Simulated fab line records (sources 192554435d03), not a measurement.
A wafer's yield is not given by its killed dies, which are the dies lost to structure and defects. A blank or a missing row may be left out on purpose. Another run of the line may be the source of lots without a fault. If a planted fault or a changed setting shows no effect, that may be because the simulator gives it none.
fab line records	flow n5_finfet
record: lots: 13	wafers: 33	last_day: 17
route steps=1938 shown BEOL_M9@1402
lots untouched by any fault: they come from a run of this same line in which no faults occurred
start_h: the number of hours between the record's first day and the start of the first shown wafer of the lot	wait_h: how many hours have passed since the lot's step before this one	" as in the row above	L1.1+2: several wafers, shown together as one row	- either no value or no given start	* or withheld: withheld	< > ~ a bound
route shown NAME@n: a module of which the file shows steps, and the number in the route of the first	usual: mean and standard deviation over wafers with no fault	same: alike in all rows	chamber/n: place in a boat	sites: per-site readings	_std_site: standard deviation across them	_edge_site: inner sites' mean taken away from outer sites' mean	radius_mm: for every site, how far away it sits from the centre of the wafer	mask NAME#n: copy n	behind: tool/chamber where the wafer was last shaped	hold: why the lot went on hold/how many hours it stayed there/how the hold came to an end	device: the transistor (n, p or np) that didn't switch	end of line: tests of these same wafers at the route's end	a step without rows: its recipe alone	killed: not the wafer's yield, but the dies lost to structure and defects at the first sort	map: a wafer's dies, x killed, . not, _ none there
set.NAME: the setting the step ran with; set.NAME@STEP: the setting that earlier step ran with	model.NAME: the simulator's own value behind a step, which no gauge read
a sample of lots followed through the steps of the route, with each step as a table and each wafer as a row
services: the hour from which a tool's chamber was out of use, counted from the record's first day as start_h (under 0 if before that day), plus the number of hours and why
== steps ==
step: N5_BEOL_M9_CURE_71
recipe: temp_c: 385	time_s: 240	ambient: He/Ar	material: SiCOH_lowk
usual: lamp_power_pct: 52.32/0.053	wafer_temp_C_max: 387.1/0.71
lot.wafer	tool	chamber	start_h	wait_h	lamp_power_pct	wafer_temp_C_max
L465.4	uv_cure-03	1	208.48	0.3	52.30	387.4
L465.5	"	1	"	"	52.28	389.0
L465.6	"	1	"	"	52.35	388.3
L468.2	uv_cure-02	0	222.20	0.1	52.32	388.1
L468.3	"	0	"	"	52.30	387.6
L467.3	uv_cure-03	2	229.55	0.2	52.27	387.2
L467.6	"	2	"	"	52.30	387.0
L469.1	uv_cure-01	1	232.31	0.0	52.28	387.6
L469.2	"	1	"	"	52.31	387.8
L470.3	uv_cure-03	0	234.19	0.4	52.25	385.4
L470.5	"	0	"	"	52.32	385.6
L473.4	uv_cure-02	0	258.49	0.3	52.23	387.4
L473.5	"	0	"	"	52.24	387.2
L474.2	uv_cure-03	2	258.76	0.1	52.29	387.7
L474.3	"	2	"	"	52.20	387.6
L474.6	"	2	"	"	52.34	386.8
L475.2	uv_cure-02	2	265.99	0.1	52.22	385.9
L475.5	"	2	"	"	52.33	386.1
L480.1	uv_cure-02	0	300.60	0.3	52.33	387.6
L480.3	"	0	"	"	52.35	387.8
L480.5	"	0	"	"	52.31	388.8
L483.2	uv_cure-02	1	311.55	0.1	52.30	386.7
L483.3	"	1	"	"	52.35	387.3
L483.4	"	1	"	"	52.44	387.3
L485.2	uv_cure-03	2	319.25	0.2	52.33	387.2
L485.5	"	2	"	"	52.33	386.9
L485.6	"	2	"	"	52.31	387.4
L486.4	uv_cure-02	0	336.48	0.3	52.28	387.0
L486.5	"	0	"	"	52.29	387.4
L486.6	"	0	"	"	52.36	387.4
L487.2	uv_cure-02	2	346.72	0.2	52.34	386.3
L487.4	"	2	"	"	52.33	386.9
L487.6	"	2	"	"	52.28	386.7
step: N5_BEOL_M9_OVL_MEAS_12
recipe: points_per_wafer: 44
usual: M9_OVL: 0.1/0.64
lot.wafer	tool	chamber	start_h	wait_h	M9_OVL[nm]
L465.4	overlay-02	0	211.22	0.0	-0.1
L465.5	"	0	"	"	-0.4
L465.6	"	0	"	"	0.2
L468.2	overlay-01	0	224.45	0.0	-0.3
L468.3	"	0	"	"	0.5
L467.3	overlay-02	0	231.66	0.0	0.1
L467.6	"	0	"	"	-1.1
L469.1	overlay-01	0	234.33	0.0	-0.3
L469.2	"	0	"	"	-1.3
L470.3	overlay-01	0	235.88	0.0	0.1
L470.5	"	0	"	"	0.3
L473.4	overlay-02	0	259.90	0.0	0.9
L473.5	"	0	"	"	1.3
L474.2	overlay-02	0	260.16	0.0	-0.1
L474.3	"	0	"	"	-0.2
L474.6	"	0	"	"	-0.6
L475.2	overlay-02	0	267.13	0.0	-0.2
L475.5	"	0	"	"	-0.2
L480.1	overlay-02	0	302.18	0.0	-0.2
L480.3	"	0	"	"	0.7
L480.5	"	0	"	"	0.8
L483.2	overlay-01	0	313.75	0.0	-0.2
L483.3	"	0	"	"	1.6
L483.4	"	0	"	"	0.0
L485.2	overlay-02	0	323.23	0.0	0.3
L485.5	"	0	"	"	-1.0
L485.6	"	0	"	"	-0.3
L486.4	overlay-02	0	337.98	0.0	-0.3
L486.5	"	0	"	"	1.0
L486.6	"	0	"	"	-0.9
L487.2	overlay-01	0	348.62	0.0	0.8
L487.4	"	0	"	"	0.6
L487.6	"	0	"	"	0.7
step: N5_BEOL_M9_HM_OPEN_17
recipe: chemistry: Cl2/BCl3	target_depth_a: 200	overetch_a: 60	target: TiN	mask_material: SOC	ion_energy_ev: 150	pressure_mtorr: 10	icp_w: 1000	bias_w: 126	Cl2_flow_sccm: 53.25	bcl3_flow_sccm: 21.75	Ar_flow_sccm: 25
usual: drypump_motor_current_A: 5.89/0.25	oes_product_au: 0.66/0.055	throttle_valve_pct: 22.26/0.23
lot.wafer	tool	chamber	start_h	wait_h	drypump_motor_current_A	oes_product_au	rf_hours_counter_h	throttle_valve_pct
L465.4	rie_metal-01	0	211.58	0.1	6.33	0.73	-	22.28
L465.5	"	1	"	"	6.02	0.66	-	22.09
L465.6	"	0	"	"	6.32	0.73	-	22.28
L468.2	rie_metal-01	1	224.78	0.0	6.04	0.65	51	22.10
L468.3	"	1	"	"	6.02	0.64	-	22.11
L467.3	rie_metal-02	0	232.02	0.1	6.04	0.63	-	22.03
L467.6	"	0	"	"	6.08	0.63	-	22.03
L469.1	rie_metal-03	1	234.76	0.0	5.58	0.69	33	22.18
L469.2	"	0	"	"	5.78	0.69	27	22.22
L470.3	rie_metal-03	0	236.24	0.1	5.76	0.68	-	22.25
L470.5	"	1	"	"	5.54	0.68	-	22.20
L473.4	rie_metal-02	0	260.36	0.1	6.07	0.63	-	22.04
L473.5	"	0	"	"	6.05	0.63	-	22.01
L474.2	rie_metal-03	0	260.48	0.0	5.78	0.67	30	22.26
L474.3	"	0	"	"	5.78	0.67	-	22.24
L474.6	"	0	"	"	5.79	0.67	-	22.25
L475.2	rie_metal-01	0	267.76	0.0	6.31	0.70	22	22.33
L475.5	"	1	"	"	6.02	0.63	-	22.13
L480.1	rie_metal-03	0	302.57	0.0	5.77	0.68	34	22.24
L480.3	"	1	"	"	5.58	0.67	-	22.22
L480.5	"	1	"	"	5.56	0.67	-	22.21
L483.2	rie_metal-01	0	314.08	0.0	6.30	0.69	27	22.29
L483.3	"	0	"	"	6.31	0.69	-	22.32
L483.4	"	1	"	"	6.01	0.63	-	22.14
L485.2	rie_metal-02	0	323.67	0.0	6.04	0.61	72	22.07
L485.5	"	1	"	"	5.65	0.76	-	22.47
L485.6	"	0	"	"	6.06	0.60	-	22.05
L486.4	rie_metal-03	0	338.34	0.1	5.80	0.65	-	22.25
L486.5	"	1	"	"	5.54	0.67	-	22.22
L486.6	"	0	"	"	5.79	0.66	-	22.26
L487.2	rie_metal-02	1	348.96	0.0	5.65	0.76	8	22.48
L487.4	"	1	"	"	5.64	0.75	-	22.47
L487.6	"	0	"	"	6.03	0.60	-	22.07
step: N5_BEOL_M9_OVL_MEAS_29
recipe: points_per_wafer: 522
usual: V8_OVL: 0.1/0.61
lot.wafer	tool	chamber	start_h	wait_h	V8_OVL[nm]
L465.4	overlay-01	0	213.37	0.0	0.5
L465.5	"	0	"	"	0.9
L465.6	"	0	"	"	0.5
L468.2	overlay-01	0	226.56	0.0	0.5
L468.3	"	0	"	"	0.1
L467.3	overlay-02	0	234.10	0.0	0.4
L467.6	"	0	"	"	1.1
L469.1	overlay-02	0	236.37	0.0	1.2
L469.2	"	0	"	"	1.0
L470.3	overlay-02	0	236.92	0.0	0.0
L470.5	"	0	"	"	-0.5
L473.4	overlay-02	0	261.75	0.0	-0.7
L473.5	"	0	"	"	-0.1
L474.2	overlay-02	0	261.82	0.0	1.1
L474.3	"	0	"	"	0.3
L474.6	"	0	"	"	1.2
L475.2	overlay-02	0	268.36	0.0	0.2
L475.5	"	0	"	"	-0.2
L480.1	overlay-02	0	305.17	0.0	-1.2
L480.3	"	0	"	"	0.3
L480.5	"	0	"	"	-0.2
L483.2	overlay-01	0	314.61	0.0	-0.1
L483.3	"	0	"	"	-0.2
L483.4	"	0	"	"	0.4
L485.2	overlay-01	0	326.15	0.0	0.7
L485.5	"	0	"	"	0.5
L485.6	"	0	"	"	1.2
L486.4	overlay-01	0	339.02	0.0	-0.1
L486.5	"	0	"	"	-0.1
L486.6	"	0	"	"	-0.2
L487.2	overlay-01	0	349.63	0.0	-0.6
L487.4	"	0	"	"	0.6
L487.6	"	0	"	"	0.1
step: N5_BEOL_M9_INSPECT_30
recipe: mode: adi	inspect_instrument: brightfield
usual: raw_defect_count: 372/90
lot.wafer	tool	chamber	start_h	wait_h	raw_defect_count
L465.4	defect_inspect-02	-	213.41	0.0	412
L465.5	"	-	"	"	285
L465.6	"	-	"	"	286
L468.2	defect_inspect-02	-	226.61	0.0	402
L468.3	"	-	"	"	342
L467.3	defect_inspect-02	-	234.15	0.0	374
L467.6	"	-	"	"	360
L469.1	defect_inspect-02	-	236.43	0.1	318
L469.2	"	-	"	"	366
L470.3	defect_inspect-01	-	236.97	0.0	276
L470.5	"	-	"	"	318
L473.4	defect_inspect-01	-	261.79	0.0	511
L473.5	"	-	"	"	472
L474.2	defect_inspect-01	-	261.87	0.0	420
L474.3	"	-	"	"	431
L474.6	"	-	"	"	344
L475.2	defect_inspect-01	-	268.41	0.0	396
L475.5	"	-	"	"	292
L480.1	defect_inspect-01	-	305.23	0.1	384
L480.3	"	-	"	"	426
L480.5	"	-	"	"	322
L483.2	defect_inspect-02	-	314.66	0.0	551
L483.3	"	-	"	"	686
L483.4	"	-	"	"	686
L485.2	defect_inspect-01	-	326.20	0.0	362
L485.5	"	-	"	"	342
L485.6	"	-	"	"	424
L486.4	defect_inspect-01	-	339.06	0.0	371
L486.5	"	-	"	"	369
L486.6	"	-	"	"	349
L487.2	defect_inspect-01	-	349.69	0.0	435
L487.4	"	-	"	"	357
L487.6	"	-	"	"	326
== services ==
tool	chamber	start_h	hours	kind
uv_cure-02	-	202.88	2.1	pm
uv_cure-02	-	210.66	1.3	repair
uv_cure-02	-	231.90	7.9	repair
rie_metal-02	1	252.48	-	clean
rie_metal-02	1	252.48	16.5	scheduled_down
rie_metal-02	1	252.48	16.5	vent_cycle
uv_cure-01	-	282.84	0.8	repair
rie_metal-02	0	288.25	18.7	repair
uv_cure-01	-	319.23	1.0	pm
uv_cure-01	-	328.05	7.5	pm
== key ==
first_sign: step: N5_BEOL_M9_INSPECT_30	reading: raw_defect_count	direction: up	sigmas: 3	usual: 372	struck: 641
effect none on later readings
met_at N5_BEOL_M9_HM_OPEN_17
struck_lots L483
rows_end L483.2,L483.3,L483.4
not_acting_at N5_BEOL_M9_CURE_71,N5_BEOL_M9_OVL_MEAS_12,N5_BEOL_M9_OVL_MEAS_29
onset_between 267.76 314.08
fault: kind: chamber_particle_source	tool: rie_metal-01	chamber: -	onset_h: 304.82	steps: N5_BEOL_M9_HM_OPEN_17	rate_per_visit_cm2: 0.46876
rows_end: these wafers met a further fault down the route, and their rows from its step on are left out
